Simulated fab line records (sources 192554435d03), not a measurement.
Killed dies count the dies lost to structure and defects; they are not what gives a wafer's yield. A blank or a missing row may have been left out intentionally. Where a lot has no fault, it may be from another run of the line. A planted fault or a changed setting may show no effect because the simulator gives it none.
Chamber matching :: flow n5Finfet :: N5_ZERO_LAYER_PECVD_02 on pecvd-04: 3 sister chambers
The step deposits SiO2 from SiH4/N2O, target thk 10 nm, time 6 s. 14 wafers are shown with their chamber, then 7 later ones without.

== WAFERS WITH THEIR CHAMBER ==
wafer: L075.1
chamber: 2
heaterPowerW (W): 735
showerheadPlenumPTorr (Torr): 8.25
rfFwdPowerW (W): 272.5

wafer: L075.2
chamber: 0
heaterPowerW (W): 832
showerheadPlenumPTorr (Torr): 8.23
rfFwdPowerW (W): 273.0

wafer: L075.3
chamber: 1
heaterPowerW (W): 701
showerheadPlenumPTorr (Torr): 8.28
rfFwdPowerW (W): 272.4

wafer: L076.2
chamber: 1
heaterPowerW (W): 615
showerheadPlenumPTorr (Torr): 8.27
rfFwdPowerW (W): 269.8

wafer: L076.3
chamber: 2
heaterPowerW (W): 777
showerheadPlenumPTorr (Torr): 8.28
rfFwdPowerW (W): 273.2

wafer: L076.6
chamber: 0
heaterPowerW (W): 922
showerheadPlenumPTorr (Torr): 8.24
rfFwdPowerW (W): 273.0

wafer: L077.1
chamber: 2
heaterPowerW (W): 853
showerheadPlenumPTorr (Torr): 8.27
rfFwdPowerW (W): 273.4

wafer: L077.3
chamber: 1
heaterPowerW (W): 739
showerheadPlenumPTorr (Torr): 8.26
rfFwdPowerW (W): 272.2

wafer: L077.6
chamber: 0
heaterPowerW (W): 885
showerheadPlenumPTorr (Torr): 8.25
rfFwdPowerW (W): 273.6

wafer: L082.2
chamber: 0
heaterPowerW (W): 895
showerheadPlenumPTorr (Torr): 8.22
rfFwdPowerW (W): 274.0

wafer: L082.3
chamber: 0
heaterPowerW (W): 893
showerheadPlenumPTorr (Torr): 8.23
rfFwdPowerW (W): 273.2

wafer: L082.6
chamber: 0
heaterPowerW (W): 896
showerheadPlenumPTorr (Torr): 8.23
rfFwdPowerW (W): 273.6

wafer: L086.1
chamber: 2
heaterPowerW (W): 864
showerheadPlenumPTorr (Torr): 8.25
rfFwdPowerW (W): 273.2

wafer: L086.3
chamber: 0
heaterPowerW (W): 830
showerheadPlenumPTorr (Torr): 8.23
rfFwdPowerW (W): 274.1

SIGNATURES (means of the wafers above)
reading: heaterPowerW
chamber 0: 879.00
chamber 1: 685.00
chamber 2: 807.25
scatter within a chamber: 49.3

reading: showerheadPlenumPTorr
chamber 0: 8.2329
chamber 1: 8.2700
chamber 2: 8.2625
scatter within a chamber: 0.0114

reading: rfFwdPowerW
chamber 0: 273.500
chamber 1: 271.467
chamber 2: 273.075
scatter within a chamber: 0.731
Rule: for a wafer and a chamber, the distance is found by dividing, reading by reading, the gap between the wafer's reading and the chamber's mean by the reading's scatter, squaring, summing and taking the root. The wafer belongs to the nearest chamber; if the next one is less than 2 further off, it can't be placed. The scatter is the square root of a quotient: the sum, over the shown wafers, of each reading's squared deviation from its chamber's mean, divided by wafers minus chambers.

== WAFERS MISSING THEIR CHAMBER ==
wafer: L086.4
heaterPowerW (W): 838
showerheadPlenumPTorr (Torr): 8.25
rfFwdPowerW (W): 274.0

wafer: L088.1
heaterPowerW (W): 820
showerheadPlenumPTorr (Torr): 8.25
rfFwdPowerW (W): 272.3

wafer: L088.4
heaterPowerW (W): 779
showerheadPlenumPTorr (Torr): 8.25
rfFwdPowerW (W): 274.2

wafer: L088.5
heaterPowerW (W): 808
showerheadPlenumPTorr (Torr): 8.24
rfFwdPowerW (W): 272.8

wafer: L092.2
heaterPowerW (W): 939
showerheadPlenumPTorr (Torr): 8.25
rfFwdPowerW (W): 272.9

wafer: L092.4
heaterPowerW (W): 952
showerheadPlenumPTorr (Torr): 8.25
rfFwdPowerW (W): 271.5

wafer: L092.5
heaterPowerW (W): 760
showerheadPlenumPTorr (Torr): 8.26
rfFwdPowerW (W): 273.7

== WHICH CHAMBER EACH ONE RAN IN ==
wafer: L086.4
from the rows above: can't be placed: 2 or 0
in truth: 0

wafer: L088.1
from the rows above: can't be placed: 2 or 0 or 1
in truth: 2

wafer: L088.4
from the rows above: can't be placed: 2 or 0
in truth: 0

wafer: L088.5
from the rows above: can't be placed: 0 or 2
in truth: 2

wafer: L092.2
from the rows above: can't be placed: 0 or 2
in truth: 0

wafer: L092.4
from the rows above: can't be placed: 0 or 2
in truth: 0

wafer: L092.5
from the rows above: 2
in truth: 2
Correctly placed: 1 of 7. Not placeable from these rows: 6 (in 6, the candidates include the true chamber). Wrongly placed: 0.
